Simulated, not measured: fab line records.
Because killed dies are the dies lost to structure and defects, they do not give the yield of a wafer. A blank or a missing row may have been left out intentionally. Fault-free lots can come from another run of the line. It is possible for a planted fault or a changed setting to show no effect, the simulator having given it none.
fab line records	flow n5-finfet
record lots=5	wafers=14	last-day=18
route steps=1938 shown BEOL_M5@1141 PASSIVATION@1936
lots that met no fault: from a run of the same line without faults
start-h: the number of hours between the record's first day and the start of the first shown wafer of the lot	wait-h: hours since the lot's step before	" identical to the entry in the row above	L1.1+2: one row covering several wafers at once	- value missing, or start not given	* or withheld: withheld	< > ~ a bound
route shown NAME@n: a module of which the file shows steps, and the number in the route of the first	usual: mean/standard deviation of fault-free wafers	same: alike in all rows	chamber/n: place in a boat	sites: readings site by site	_std_site: standard deviation across them	_edge_site: mean of outer sites minus mean of inner sites	radius-mm: for every site, how far away it sits from the centre of the wafer	mask NAME#n: copy n	behind: tool/chamber where the wafer was last shaped	hold: what put the lot on hold/how long, in hours/how the hold closed	device: whichever transistor did not switch (one of n, p or np)	end of line: the route-end tests of the same wafers	a step given without rows: its recipe and nothing more	killed: count of dies lost to structure and defects at first sort (not the wafer's yield)	map: dies across one wafer; x = killed, . = not, _ = none there
set.NAME: the setting the step ran with; set.NAME@STEP: the setting that earlier step ran with	model.NAME: the simulator's own value behind a step, which no gauge read
lots at selected steps of the route; one table per step, one row per wafer
services: when a tool's chamber went out of use (start-h, in hours from the record's first day, below 0 if earlier), for how many hours, and the reason
## steps
# step N5_BEOL_M5_COAT_74
# recipe resist=underlayer	temp-c=205	time-s=60	spin-rpm=1500	resist-thk-nm=5
# step N5_BEOL_M5_COAT_22
# recipe resist=CAR-EUV	spin-rpm=1500	resist-thk-nm=30
# step N5_BEOL_M5_EBR_24
# recipe solvent=PGMEA	ebr-width-mm=1.5
# step N5_BEOL_M5_SOFTBAKE_23
# recipe temp-c=110	time-s=60	resist=CAR-EUV
# step N5_BEOL_M5_EXPOSE_25
# recipe mask-id=V4	na=0.33	source-shape=quasar	sigma-inner=0.2	sigma-outer=0.6	polarization=unpolarized	defocus-nm=10	dose-mj=52.75
# step N5_BEOL_M5_PEB_26
# recipe peb-temp-c=100	peb-time-s=60	resist=CAR-EUV
# step N5_BEOL_M5_DEVELOP_27
# recipe develop-time-s=30	developer=TMAH	resist=CAR-EUV	rinse-liquid=surfactant-rinse	dry=air-spin	dev-temp-c=23
# step N5_BEOL_M5_CD_MEAS_28
# recipe target-cd-nm=30.6	landing-energy-ev=500	detector=se-inlens	target-cd-y-nm=20	polarity=opening
# usual cd-nm=30.54/0.24
lot.wafer	tool	chamber	start-h	wait-h	cd-nm
L126.3	cd-sem-02	0	197.06	-	30.79
L126.5	"	0	"	"	30.82
L126.6	"	0	"	"	30.71
L129.1	cd-sem-03	0	228.37	-	30.66
L129.3	"	0	"	"	29.94
L129.6	"	0	"	"	30.45
L142.2	cd-sem-03	0	289.69	-	30.49
L142.5	"	0	"	"	30.65
L144.2	cd-sem-01	0	321.09	-	30.57
L144.3	"	0	"	"	30.18
L144.6	"	0	"	"	30.28
L145.1	cd-sem-02	0	324.29	-	30.56
L145.2	"	0	"	"	29.95
L145.6	"	0	"	"	30.78
# step N5_BEOL_M5_OVL_MEAS_29
# recipe points-per-wafer=522
# usual V4_OVL=-0.1/0.82
lot.wafer	tool	chamber	start-h	wait-h	V4_OVL[nm]
L126.3	overlay-01	0	197.10	0.0	-0.4
L126.5	"	0	"	"	0.3
L126.6	"	0	"	"	-1.2
L129.1	overlay-02	0	228.40	0.0	-0.4
L129.3	"	0	"	"	-0.1
L129.6	"	0	"	"	0.0
L142.2	overlay-01	0	289.74	0.0	0.2
L142.5	"	0	"	"	-1.0
L144.2	overlay-02	0	321.12	0.0	-0.5
L144.3	"	0	"	"	-1.1
L144.6	"	0	"	"	-1.2
L145.1	overlay-02	0	324.32	0.0	0.6
L145.2	"	0	"	"	0.3
L145.6	"	0	"	"	0.8
# step N5_BEOL_M5_INSPECT_30
# recipe mode=adi	inspect-instrument=brightfield
# usual raw-defect-count=404/87
lot.wafer	tool	chamber	start-h	wait-h	raw-defect-count
L126.3	defect-inspect-01	-	197.14	0.0	341
L126.5	"	-	"	"	316
L126.6	"	-	"	"	311
L129.1	defect-inspect-01	-	228.46	0.1	445
L129.3	"	-	"	"	376
L129.6	"	-	"	"	382
L142.2	defect-inspect-02	-	289.79	0.0	539
L142.5	"	-	"	"	469
L144.2	defect-inspect-01	-	321.17	0.0	332
L144.3	"	-	"	"	440
L144.6	"	-	"	"	289
L145.1	defect-inspect-02	-	324.38	0.1	352
L145.2	"	-	"	"	458
L145.6	"	-	"	"	346
# step N5_BEOL_M5_DESCUM_33
# recipe chemistry=O2	time-s=7	source-power-w=50	bias-power-w=20	pressure-mtorr=20	rf-frequency-hz=2.712e+07	temp-c=40	resist=CAR-EUV	o2-flow-sccm=225
# usual drypump-motor-current-A=5.6/0.43	oes-product-au=0.78/0.074	rf-vpp-V=243.2/1.6	showerhead-plenum-p-Torr=2.10/0.091	throttle-valve-pct=20.50/0.26
lot.wafer	tool	chamber	start-h	wait-h	drypump-motor-current-A	oes-product-au	rf-hours-counter-h	rf-vpp-V	showerhead-plenum-p-Torr	throttle-valve-pct
L126.3	rie-diel-05	0	197.21	0.1	5.9	0.88	38	241.8	2.06	20.43
L126.5	"	3	"	"	5.1	0.71	-	240.0	1.98	20.53
L126.6	"	0	"	"	5.9	0.89	-	241.4	2.06	20.43
L129.1	rie-diel-04	0	228.49	0.0	6.3	0.84	58	244.4	2.12	20.72
L129.3	"	2	"	"	5.6	0.69	219	240.9	1.97	20.59
L129.6	"	0	"	"	6.3	0.82	-	244.1	2.12	20.70
L142.2	rie-diel-05	3	289.86	0.1	5.2	0.69	247	241.0	1.97	20.58
L142.5	"	3	"	"	5.1	0.70	-	242.2	1.97	20.56
L144.2	rie-diel-06	3	321.73	0.6	5.6	0.81	101	245.7	2.19	20.33
L144.3	"	2	"	"	5.8	0.84	50	243.8	2.13	20.12
L144.6	"	2	"	"	5.9	0.84	-	243.3	2.13	20.12
L145.1	rie-diel-06	3	324.60	0.2	5.6	0.80	102	244.7	2.19	20.35
L145.2	"	1	"	"	5.0	0.84	56	244.9	2.22	20.01
L145.6	"	2	"	"	5.9	0.83	-	245.1	2.13	20.13
# step N5_BEOL_M5_ETCH_75
# recipe chemistry=N2/H2	target=underlayer	target-depth-a=65	mask-material=CAR-EUV	time-s=5.2	ion-energy-ev=200	pressure-mtorr=30	source-w=840	bias-w=150	n2-flow-sccm=200	h2-flow-sccm=200	ends=cleared
# usual drypump-motor-current-A=5.6/0.43	etch-rf-on-time-s=5.24/0.1	oes-product-au=0.66/0.063	rf-vpp-V=524/3.1	showerhead-plenum-p-Torr=2.55/0.1	throttle-valve-pct=17.94/0.25
lot.wafer	tool	chamber	start-h	wait-h	drypump-motor-current-A	etch-rf-on-time-s	oes-product-au	rf-hours-counter-h	rf-vpp-V	showerhead-plenum-p-Torr	throttle-valve-pct
L126.3	rie-diel-05	0	197.25	0.0	5.9	5.26	0.75	38	522	2.49	17.74
L126.5	"	3	"	"	5.2	5.18	0.62	-	520	2.40	17.99
L126.6	"	0	"	"	5.9	5.23	0.76	-	522	2.50	17.75
L129.1	rie-diel-04	0	228.53	0.0	6.3	5.27	0.69	58	526	2.56	18.00
L129.3	"	2	"	"	5.7	5.25	0.59	219	519	2.41	18.14
L129.6	"	0	"	"	6.3	5.22	0.70	-	523	2.56	18.04
L142.2	rie-diel-05	3	289.89	0.0	5.2	5.24	0.60	247	519	2.39	18.03
L142.5	"	3	"	"	5.1	5.27	0.59	-	523	2.39	18.07
L144.2	rie-diel-06	3	321.76	0.0	5.6	5.33	0.67	101	529	2.67	17.78
L144.3	"	2	"	"	5.9	5.13	0.71	50	525	2.58	17.61
L144.6	"	2	"	"	5.9	5.08	0.71	-	526	2.58	17.63
L145.1	rie-diel-06	3	324.63	0.0	5.6	5.39	0.67	102	526	2.67	17.76
L145.2	"	1	"	"	5.0	5.12	0.72	56	529	2.68	17.31
L145.6	"	2	"	"	5.9	5.11	0.71	-	524	2.57	17.63
# step N5_BEOL_M5_ETCH_67
# recipe chemistry=CF4	target=SiARC	target-depth-a=156	mask-material=CAR-EUV	time-s=26	ion-energy-ev=80	pressure-mtorr=40	source-w=545	bias-w=36	Ar_flow_sccm=100	cf4-flow-sccm=100	ends=cleared
# usual drypump-motor-current-A=5.6/0.42	etch-rf-on-time-s=26.1/0.44	oes-product-au=0.67/0.062	rf-vpp-V=184.1/1.3	showerhead-plenum-p-Torr=2.15/0.087	throttle-valve-pct=15.70/0.25
lot.wafer	tool	chamber	start-h	wait-h	drypump-motor-current-A	etch-rf-on-time-s	oes-product-au	rf-hours-counter-h	rf-vpp-V	showerhead-plenum-p-Torr	throttle-valve-pct
L126.3	rie-diel-05	0	197.27	0.0	5.9	26.0	0.76	38	183.6	2.08	15.42
L126.5	"	3	"	"	5.2	26.0	0.61	-	182.4	2.04	15.81
L126.6	"	0	"	"	5.9	26.2	0.76	-	183.2	2.08	15.41
L129.1	rie-diel-04	0	228.54	0.0	6.3	26.6	0.70	58	184.4	2.17	15.83
L129.3	"	2	"	"	5.6	26.7	0.59	219	182.4	2.03	15.90
L129.6	"	0	"	"	6.3	26.4	0.70	-	183.7	2.17	15.81
L142.2	rie-diel-05	3	289.91	0.0	5.2	33.8	0.52	247	182.4	2.03	15.86
L142.5	"	3	"	"	5.2	25.9	0.60	-	183.1	2.03	15.86
L144.2	rie-diel-06	3	321.78	0.0	5.6	26.2	0.68	101	184.9	2.25	15.57
L144.3	"	2	"	"	5.8	25.4	0.72	50	184.8	2.19	15.40
L144.6	"	2	"	"	5.8	25.5	0.72	-	184.5	2.19	15.41
L145.1	rie-diel-06	3	324.65	0.0	5.6	26.6	0.68	102	184.3	2.25	15.58
L145.2	"	1	"	"	5.0	25.6	0.71	56	185.9	2.26	15.15
L145.6	"	2	"	"	5.8	25.8	0.72	-	184.9	2.19	15.41
# step N5_BEOL_M5_ETCH_68
# recipe chemistry=N2/H2	target=SOC	target-depth-a=800	overetch-a=160	mask-material=SiARC	temp-c=40	time-s=120	ion-energy-ev=200	pressure-mtorr=30	source-w=840	bias-w=150	n2-flow-sccm=200	h2-flow-sccm=200
# usual drypump-motor-current-A=5.6/0.43	oes-product-au=0.60/0.054	rf-vpp-V=524.0/2.9	showerhead-plenum-p-Torr=2.55/0.1	throttle-valve-pct=17.89/0.25
lot.wafer	tool	chamber	start-h	wait-h	drypump-motor-current-A	oes-product-au	rf-hours-counter-h	rf-vpp-V	showerhead-plenum-p-Torr	throttle-valve-pct
L126.3	rie-diel-05	0	197.29	0.0	5.9	0.67	38	522.5	2.49	17.71
L126.5	"	3	"	"	5.2	0.55	-	520.3	2.40	17.95
L126.6	"	0	"	"	5.9	0.68	-	522.2	2.50	17.72
L129.1	rie-diel-04	0	228.57	0.0	6.4	0.63	58	525.2	2.56	17.95
L129.3	"	2	"	"	5.7	0.53	220	519.3	2.42	18.12
L129.6	"	0	"	"	6.3	0.63	-	523.5	2.56	17.96
L142.2	rie-diel-05	3	289.94	0.0	5.1	0.53	247	518.7	2.39	18.00
L142.5	"	3	"	"	5.2	0.53	-	518.5	2.39	18.00
L144.2	rie-diel-06	3	321.81	0.0	5.6	0.61	101	527.2	2.67	17.74
L144.3	"	2	"	"	5.9	0.64	50	527.0	2.58	17.59
L144.6	"	2	"	"	5.8	0.64	-	526.1	2.58	17.58
L145.1	rie-diel-06	3	324.68	0.0	5.6	0.62	102	525.8	2.67	17.75
L145.2	"	1	"	"	5.0	0.64	56	528.1	2.68	17.30
L145.6	"	2	"	"	5.8	0.64	-	525.2	2.58	17.57
# step N5_PASSIVATION_PROBE_49
# usual defect-limited-yield=91.3/1.3	killed_at_M0_to_M3=36/12	killed_at_M4_up=13/4.6	killed-at-contacts=13/5.4	killed-at-front-end=37/10	killed-at-other=3.6/2.9	killed-dies=102/15	killed-open=67/12	killed-short=33/7.5	sort_bin_5_function=5.1/0.93	sort_bin_6_memory=3.2/0.62	sort_bin_8_speed=0.00/0.01	sort-n-pass=1078/15	sort-yield-pct=91.3/1.3
# same gross-dies=1180	killed-at-back-side=0	sort_bin_4_leakage[%]=0
lot.wafer	tool	chamber	start-h	wait-h	defect-limited-yield[%]	killed_at_M0_to_M3	killed_at_M4_up	killed-at-contacts	killed-at-front-end	killed-at-other	killed-dies	killed-open	killed-short	sort_bin_5_function[%]	sort_bin_6_memory[%]	sort_bin_8_speed[%]	sort-n-pass	sort-yield-pct[%]
L126.3	prober-02	-	302.97	0.1	91.5	30	14	15	39	2	100	59	40	4.6	3.6	0	1080	91.5
L126.5	prober-02	-	303.07	0.2	91.7	28	15	9	33	13	98	64	31	6.0	1.9	0	1082	91.7
L126.6	prober-02	-	303.12	0.3	92.1	32	9	3	45	4	93	57	34	4.0	3.7	0	1087	92.1
L129.1	prober-01	-	329.17	0.2	91.5	35	12	25	24	4	100	65	29	5.4	2.5	0	1080	91.5
L129.3	prober-01	-	329.27	0.3	90.3	38	23	15	23	15	114	74	36	5.9	3.2	0	1066	90.3
L129.6	prober-01	-	329.42	0.4	90.4	58	12	3	38	2	113	67	42	5.6	3.3	0	1067	90.4
L142.2	prober-01	-	400.27	0.1	89.9	48	3	18	49	1	119	74	33	5.3	3.5	0	1061	89.9
L142.5	prober-01	-	400.42	0.2	90.4	38	14	21	38	2	113	65	34	5.3	3.0	0	1067	90.4
L144.2	prober-01	-	424.15	0.1	90.4	60	8	12	30	3	113	77	34	6.0	3.6	0	1067	90.4
L144.3	prober-01	-	424.20	0.1	85.8	94	19	14	40	1	168	109	57	7.8	6.1	0	1012	85.8
L144.6	prober-01	-	424.35	0.3	90.1	37	17	6	53	4	117	75	42	6.4	2.9	0	1063	90.1
L145.1	prober-02	-	424.30	0.0	91.2	32	22	15	31	4	104	72	31	5.3	3.2	0.08	1076	91.2
L145.2	prober-02	-	424.35	0.1	92.1	39	15	13	24	2	93	69	23	4.5	3.1	0	1087	92.1
L145.6	prober-02	-	424.55	0.3	91.1	41	17	15	25	7	105	70	35	5.7	3.1	0	1075	91.1
# killed by level:class
L126.3 MOL_CONTACT_COAG:geometric-particle:open=14 FIN_SAQP:geometric-particle:short=11 BEOL_M0:geometric-particle:open=8 STI_FIN_REVEAL:geometric-particle:open=6 BEOL_M0_SAQP:geometric-particle:open=5 GATE_CUT:geometric-particle:open=5 GATE_CUT:geometric-particle:short=5 BEOL_M2:geometric-particle:open=5
L126.5 FIN_SAQP:geometric-particle:open=12 MOL_CONTACT_COAG:geometric-particle:open=8 BEOL_M3:geometric-particle:short=6 BEOL_M2:geometric-particle:open=5 BEOL_M0_SAQP:geometric-particle:open=4 BEOL_M0_SAQP:geometric-particle:short=4 BEOL_M4:geometric-particle:open=4 BEOL_M8:geometric-particle:open=4
L126.6 STI_FIN_REVEAL:geometric-particle:open=16 BEOL_M1:geometric-particle:open=8 STI_FIN_REVEAL:geometric-particle:short=6 FIN_SAQP:geometric-particle:short=5 BEOL_M2:geometric-particle:open=5 STARTING-WAFER:geometric-particle:open=5 FIN_SAQP:geometric-particle:open=4 BEOL_M0_SAQP:geometric-particle:open=4
L129.1 MOL_CONTACT_COAG:geometric-particle:open=21 BEOL_M0_SAQP:geometric-particle:open=12 BEOL_M0_SAQP:geometric-particle:short=6 MOL_CONTACT_COAG:geometric-particle:short=4 BEOL_M8:geometric-particle:open=4 HKMG_FIN:area-etch=4 FIN_SAQP:geometric-particle:open=3 DUMMY_GATE:geometric-particle:open=3
L129.3 MOL_CONTACT_COAG:geometric-particle:open=13 BEOL_M4:geometric-particle:open=12 BEOL_M2:geometric-particle:short=9 PAD_METAL:geometric-particle:open=9 BEOL_M0_SAQP:geometric-particle:open=8 BEOL_M0_SAQP:geometric-particle:short=8 FIN_SAQP:geometric-particle:open=6 STI_FIN_REVEAL:geometric-particle:open=5
L129.6 BEOL_M0_SAQP:geometric-particle:open=15 BEOL_M2:geometric-particle:open=9 BEOL_M2:geometric-particle:short=9 BEOL_M0_SAQP:geometric-particle:short=8 FIN_SAQP:geometric-particle:open=7 BEOL_M1:geometric-particle:short=7 BEOL_M4:geometric-particle:open=7 FIN_SAQP:geometric-particle:short=5
L142.2 BEOL_M0_SAQP:geometric-particle:open=26 MOL_CONTACT_COAG:geometric-particle:open=18 BEOL_M0_SAQP:geometric-particle:short=16 HKMG_FIN:area-etch=12 FIN_SAQP:geometric-particle:open=9 STI_FIN_REVEAL:geometric-particle:open=7 GATE_CUT:geometric-particle:short=5 FIN_SAQP:geometric-particle:short=4
L142.5 MOL_CONTACT_COAG:geometric-particle:open=15 BEOL_M3:geometric-particle:open=12 HKMG_FIN:area-etch=12 BEOL_M0_SAQP:geometric-particle:short=11 BEOL_M0_SAQP:geometric-particle:open=7 MOL_CONTACT_COAG:geometric-particle:short=6 DUMMY_GATE:geometric-particle:open=4 GATE_CUT:geometric-particle:short=4
L144.2 BEOL_M3:geometric-particle:open=18 BEOL_M2:geometric-particle:open=11 BEOL_M1:geometric-particle:open=8 BEOL_M3:geometric-particle:short=8 FIN_SAQP:geometric-particle:open=7 MOL_CONTACT_COAG:geometric-particle:open=7 GATE_CUT:geometric-particle:short=6 MOL_CONTACT_COAG:geometric-particle:short=5
L144.3 BEOL_M3:geometric-particle:open=24 BEOL_M0_SAQP:geometric-particle:open=16 BEOL_M2:geometric-particle:open=15 BEOL_M0_SAQP:geometric-particle:short=14 FIN_SAQP:geometric-particle:open=13 MOL_CONTACT_COAG:geometric-particle:open=11 FIN_SAQP:geometric-particle:short=9 BEOL_M1:geometric-particle:open=9
L145.1 FIN_SAQP:geometric-particle:open=14 MOL_CONTACT_COAG:geometric-particle:open=12 BEOL_M0_SAQP:geometric-particle:short=10 BEOL_M4:geometric-particle:open=7 BEOL_M2:geometric-particle:open=5 STI_FIN_REVEAL:geometric-particle:open=4 BEOL_M0_SAQP:geometric-particle:open=4 BEOL_M3:geometric-particle:open=4
L144.6 BEOL_M3:geometric-particle:open=14 GATE_CUT:geometric-particle:short=12 FIN_SAQP:geometric-particle:open=10 BEOL_M2:geometric-particle:open=7 STARTING-WAFER:geometric-particle:open=6 FIN_SAQP:geometric-particle:short=5 STI_FIN_REVEAL:geometric-particle:open=5 GATE_CUT:geometric-particle:open=5
L145.2 MOL_CONTACT_COAG:geometric-particle:open=10 BEOL_M4:geometric-particle:open=8 BEOL_M2:geometric-particle:open=8 BEOL_M0_SAQP:geometric-particle:short=7 BEOL_M0_SAQP:geometric-particle:open=7 BEOL_M1:geometric-particle:open=7 STI_FIN_REVEAL:geometric-particle:open=6 FIN_SAQP:geometric-particle:open=5
L145.6 MOL_CONTACT_COAG:geometric-particle:open=14 BEOL_M0_SAQP:geometric-particle:short=12 BEOL_M0_SAQP:geometric-particle:open=9 DUMMY_GATE:geometric-particle:open=7 BEOL_M4:geometric-particle:open=7 BEOL_M2:geometric-particle:open=6 FIN_SAQP:geometric-particle:open=4 BEOL_M0:geometric-particle:short=4
## services
tool	chamber	start-h	hours	kind
rie-diel-06	1	231.72	4.9	repair
rie-diel-06	0	280.96	8.9	repair
rie-diel-05	-	292.30	4.3	pm
rie-diel-05	3	304.59	-	clean
rie-diel-05	3	304.59	-	consumable-replace:focus-ring
rie-diel-05	3	304.59	-	consumable-replace:showerhead
rie-diel-05	3	304.59	17.8	scheduled-down
rie-diel-05	3	304.59	17.8	vent-cycle
rie-diel-04	1	306.90	-	clean
rie-diel-04	1	306.90	-	consumable-replace:focus-ring
rie-diel-04	1	306.90	17.6	scheduled-down
rie-diel-04	1	306.90	17.6	vent-cycle
rie-diel-04	2	324.51	-	clean
rie-diel-04	2	324.51	-	consumable-replace:focus-ring
rie-diel-04	2	324.51	-	consumable-replace:showerhead
rie-diel-04	2	324.51	18.1	scheduled-down
rie-diel-04	2	324.51	18.1	vent-cycle
## key
first-sign step=N5_BEOL_M5_ETCH_67	reading=etch-rf-on-time-s	direction=up	sigmas=18	usual=*	struck=*
effect none on later readings
met-at N5_BEOL_M5_ETCH_67
struck-wafers L142.2
baseline-loss step=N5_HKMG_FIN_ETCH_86	wafers=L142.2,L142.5
onset-between 197.27 289.91
fault kind=process-parameter-drift	tool=rie-diel-05	chamber=-	onset-h=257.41	steps=N5_BEOL_M5_ETCH_67	channel=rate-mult	offset=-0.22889	shape=step	end-h=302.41	scope=struck-wafers-only
# baseline-loss: these wafers lose ten dies or more at that step, a loss of the line's own and not of a fault; the sort's usual values leave them out
